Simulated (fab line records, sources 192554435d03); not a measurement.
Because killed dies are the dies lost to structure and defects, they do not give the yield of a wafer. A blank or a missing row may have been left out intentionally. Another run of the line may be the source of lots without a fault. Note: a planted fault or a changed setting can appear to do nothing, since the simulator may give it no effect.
A single fault, viewed from 3 desks    flow n5-finfet    only its own numbers are on each desk; what lay behind them is given at the end

## METROLOGY DESK
What the gauges read for every lot (on any tool): the sampled wafers with a number, averaged. Any lot whose mean is over 4 standard deviations away from the usual mean is out of limits and marked OUT; that distance is given in the brackets.
Columns: A = SD_P_BLK_OVL at N5_SD_EPI_P_OVL_MEAS_10, usual 0.1 nm
lot   first seen here  A
L986  day 3 17:04      -0.4
L989  day 4 12:40      -0.6
L990  day 4 21:45      0.1
L991  day 5 01:50      0.6
L993  day 5 16:20      0.3
L995  day 6 01:25      -1.0
L100  day 7 14:28      -0.1
L101  day 7 18:25      0.2
L102  day 7 20:00      -0.0
L103  day 8 07:27      0.2
L104  day 8 08:07      0.3
L107  day 9 02:52      -0.6
This desk's finding: nothing out of limits on any of the 12 lots.

## THE DEFECT DESK
What the inspections along the route counted, lot by lot: means of the sampled wafers that have a number. Any lot whose mean is over 4 standard deviations away from the usual mean is out of limits and marked OUT; that distance is given in the brackets.
Columns: A = raw-defect-count at N5_SD_EPI_P_INSPECT_26, usual 173
lot   first seen here  A
L986  day 3 20:51      162
L989  day 4 16:42      160
L990  day 5 01:50      128
L991  day 5 05:37      236
L993  day 5 20:10      206
L995  day 6 05:12      144
L100  day 7 18:14      158
L101  day 7 22:18      610 (+12) OUT
L102  day 7 23:47      582 (+12) OUT
L103  day 8 11:18      172
L104  day 8 12:22      178
L107  day 9 06:39      144
This desk finds L101, L102 out of limits, L101 being first, at day 7 22:18 (raw-defect-count at N5_SD_EPI_P_INSPECT_26). L986, L989, L990, L991, L993, L995, L100, L103, L104, L107: within limits.

## DESK OF THE TOOL OWNER: plasma-asher-02
The tool's own readings at N5_SD_EPI_P_STRIP_40 (strips in N2/H2): means of the sampled wafers that have a number, for each lot that ran on this tool. Any lot whose mean is over 4 standard deviations away from the usual mean is out of limits and marked OUT; that distance is given in the brackets.
Columns: A = drypump-motor-current-A at N5_SD_EPI_P_STRIP_40, usual 5.61 A; B = heater-power-w at N5_SD_EPI_P_STRIP_40, usual 362 W; C = oes-product-au at N5_SD_EPI_P_STRIP_40, usual 0.761 a.u.
lot   first seen here  A     B    C
L991  day 5 02:44      5.41  329  0.761
L995  day 6 02:18      5.59  337  0.762
L101  day 7 19:18      5.40  326  0.765
L102  day 7 20:53      5.22  301  0.757
This desk's finding: nothing out of limits on any of the 4 lots.

## ALL TOGETHER
The defect desk could have raised an alarm at day 7 22:18, on L101, L102.
From the metrology desk's view, nothing was out of limits.
The desk of the tool owner found nothing out of limits.
The metrology desk has L101, L102 on record, within its limits.
The tool owner's desk has L101, L102 on record, within its limits.
The lots listed all ran N5_SD_EPI_P_STRIP_40 on plasma-asher-02.

## WHAT THE SIMULATOR HAD PUT IN
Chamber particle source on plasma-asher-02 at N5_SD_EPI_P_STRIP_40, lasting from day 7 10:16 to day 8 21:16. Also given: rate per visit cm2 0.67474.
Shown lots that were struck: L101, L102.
Hours from the fault's start to each desk's first reading out of limits: the defect desk, 12.
